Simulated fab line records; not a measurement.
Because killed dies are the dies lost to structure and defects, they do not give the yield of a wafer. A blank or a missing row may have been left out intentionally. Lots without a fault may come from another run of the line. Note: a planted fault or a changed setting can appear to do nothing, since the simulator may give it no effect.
A lot that was struck, set against a sound lot + flow n5_finfet + 14 out of 1938 route steps
Sound: these wafers, L638.3, L638.4, L638.6. Struck: wafer L647.3. (L647.1 of the same lot was not struck and is left out.) The cause comes at the end.
Order at every step that has rows: each side's tool, ch and its chambers, its first start. Under that, the readings that differ: sound wafers + struck wafers + difference of the means + sigmas: that difference in standard deviations of wafers without a fault.
alike: readings with means less than 2 such deviations apart, plus words and numbers identical on both sides. not compared: withheld readings, readings lacking a value on some wafer, bounds such as >300 that could conceal the same value, and numbers that have no deviation in the record and whose values overlap.
The two part at a step that has a row with sigmas, a row that says differs or no value, or rows on one side only. When numbers do not overlap yet have no deviation, they are printed without sigmas and do not part them. Lack of a reading on every wafer of one side parts them only where that side has two or more wafers.

N5_HKMG_FIN_CMP_94: polishes, stops on SiNx, t overpolish 4.7 s, target thk 43.299 nm.
  sound on cmp-01 ch 1,2, day 4 17:46; struck on cmp-01 ch 0, day 7 03:23
  alike: motor_current_A
N5_HKMG_FIN_INSPECT_28: inspects for defects (darkfield).
  sound on defect_inspect-01, day 4 18:00; struck on defect_inspect-02, day 7 03:37
  alike: raw_defect_count
then, 1 step without rows for these wafers: N5_GATE_CUT_ETCHBACK_00 (etches W in SF6/Cl2).
N5_GATE_CUT_ETCH_56: etches TiN in Cl2/Ar, target depth 21.6 nm.
  sound on rie_metal-03 ch 0,1, day 4 18:11; struck on rie_metal-03 ch 1, day 7 03:54
  alike: drypump_motor_current_A, oes_product_au, throttle_valve_pct
  not compared: rf_hours_counter_h
N5_GATE_CUT_ETCHBACK_30: etches TiN in Cl2/Ar, target depth 3 nm.
  sound on rie_metal-03 ch 0,1, day 4 18:16; struck on rie_metal-03 ch 1, day 7 04:05
  alike: drypump_motor_current_A, oes_product_au, throttle_valve_pct
  not compared: rf_hours_counter_h
N5_GATE_CUT_VAPOR_ETCH_60: etches HfO2 in BCl3/Cl2.
  sound on rie_metal-03 ch 0,1, day 4 18:17; struck on rie_metal-03 ch 1, day 7 04:08
  alike: drypump_motor_current_A, oes_product_au
then, 4 steps without rows for these wafers: N5_GATE_CUT_ETCH_58 (etches SiNx in CH3F/O2, target depth 17 nm, time 128.6 s); N5_GATE_CUT_STRIP_59 (strips in N2/H2, time 20 s); N5_GATE_CUT_PRECLEAN_31 (cleans in DIW, time 300 s); N5_GATE_CUT_SRD_32 (time 30 s).
N5_GATE_CUT_SAC_CAP_01: material SiNx, target thk 24 nm, pulse time 1 s, ald cycles 480.
  sound on ald_sin-03 ch 0,2, day 4 18:41; struck on ald_sin-04 ch 1, day 7 04:37
  alike: heater_power_w, precursor_pulse_height_rel
N5_GATE_CUT_PECVD_57: deposits SiNx from SiH4/NH3/N2, target thk 21 nm.
  sound on pecvd-01 ch 0,1,2, day 4 20:53; struck on pecvd-04 ch 1, day 7 06:49
| reading                                     | sound          | struck | difference | sigmas |
|---------------------------------------------|----------------|--------|------------|--------|
| heater_power_w (W)                          | 636 592 730    | 929    | +276       | +3     |
| model.SiNx_of_GATE_CUT_PECVD_57.thk_nm (nm) | 21.4 21.4 21.6 | 15.2   | -6.3       |        |
  alike: showerhead_plenum_p_Torr, showerhead_vpp_V, throttle_valve_pct
then, 1 step without rows for these wafers: N5_GATE_CUT_CMP_02 (polishes, stops on SiO2, t overpolish 12.7 s, target thk 0 nm).
-- record jumps: 3 days separate the struck wafers' starts on either side; left off in module GATE_CUT, taken up again in module BEOL_M4, whose first shown step is the route's number 1111 --
N5_BEOL_M4_RC_MEAS_101:
  sound on prober-01 ch 0, day 8 07:29; struck on prober-01 ch 0, day 10 12:46
  alike: DIBL_N, DIBL_P, IOFF_N, IOFF_P, ION_N, ION_P, SS_N, SS_P, VT_N, VT_P

== WHERE THEY PART ==
Only at N5_GATE_CUT_PECVD_57, as far as this record shows. Later steps at which nothing parts them and some readings are alike: N5_BEOL_M4_RC_MEAS_101.

WHY: what the simulator had put in
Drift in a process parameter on pecvd-04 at N5_GATE_CUT_PECVD_57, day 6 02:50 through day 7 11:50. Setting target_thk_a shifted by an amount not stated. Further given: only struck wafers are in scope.
